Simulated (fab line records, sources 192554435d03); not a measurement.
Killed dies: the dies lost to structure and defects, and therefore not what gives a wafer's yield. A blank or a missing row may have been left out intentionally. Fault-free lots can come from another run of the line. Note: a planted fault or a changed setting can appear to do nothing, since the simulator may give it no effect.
One fault seen from 2 desks | flow n5_finfet | each desk holds nothing but its own numbers, with what lay behind them at the end

## AT THE METROLOGY DESK
Lot by lot, what the gauges showed, no matter which tool ran the lot: averages of those sampled wafers that carry a number. The brackets show how far a lot's mean lies from the usual mean; more than 4 standard deviations puts the lot out of limits, marked OUT.
Columns: A = V12_OVL at N5_BEOL_M13_OVL_MEAS_11, usual 1 nm
lot  | first seen here | A
L363 | day 10 21:38    | 7
L364 | day 11 05:07    | 10
L365 | day 11 14:53    | 1
L369 | day 12 11:02    | -4
L371 | day 12 18:33    | -2
L370 | day 13 05:12    | 10
L375 | day 14 09:25    | 70 (+12) OUT
L376 | day 14 20:43    | 70 (+12) OUT
L378 | day 15 08:07    | 1
L380 | day 15 15:28    | 0
L381 | day 15 20:58    | -3
This desk finds L375, L376 out of limits, with the earliest case on L375 at day 14 09:25 (V12_OVL at N5_BEOL_M13_OVL_MEAS_11). Within limits: L363, L364, L365, L369, L371, L370, L378, L380, L381.

## THE DEFECT DESK
Lot by lot, what the route's inspections counted, given as the mean of those sampled wafers with a number. The brackets show how far a lot's mean lies from the usual mean; more than 4 standard deviations puts the lot out of limits, marked OUT.
Columns: A = raw_defect_count at N5_BEOL_M13_INSPECT_12, usual 2.1
lot  | first seen here | A
L363 | day 10 21:40    | 2.7
L364 | day 11 05:08    | 1.0
L365 | day 11 14:55    | 2.3
L369 | day 12 11:04    | 0.7
L371 | day 12 18:34    | 1.3
L370 | day 13 05:13    | 2.7
L375 | day 14 09:26    | 2.7
L376 | day 14 20:44    | 0.5
L378 | day 15 08:08    | 3.0
L380 | day 15 15:29    | 2.0
L381 | day 15 20:59    | 3.0
This desk's verdict: no lot among the 11 shows anything out of limits.

## PUT TOGETHER
L375, L376 would have let the metrology desk raise an alarm at day 14 09:25.
No out-of-limits result turned up at the defect desk.
The defect desk has L375, L376 on record, within its limits.
Every lot named ran N5_BEOL_M13_EXPOSE_07 on krf_scanner-01.

## WHAT THE SIMULATOR HAD PUT IN
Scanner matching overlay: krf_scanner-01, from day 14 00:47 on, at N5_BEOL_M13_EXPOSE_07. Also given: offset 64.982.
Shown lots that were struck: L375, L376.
Delay in hours, fault start to first out-of-limits reading, per desk: metrology desk 9.
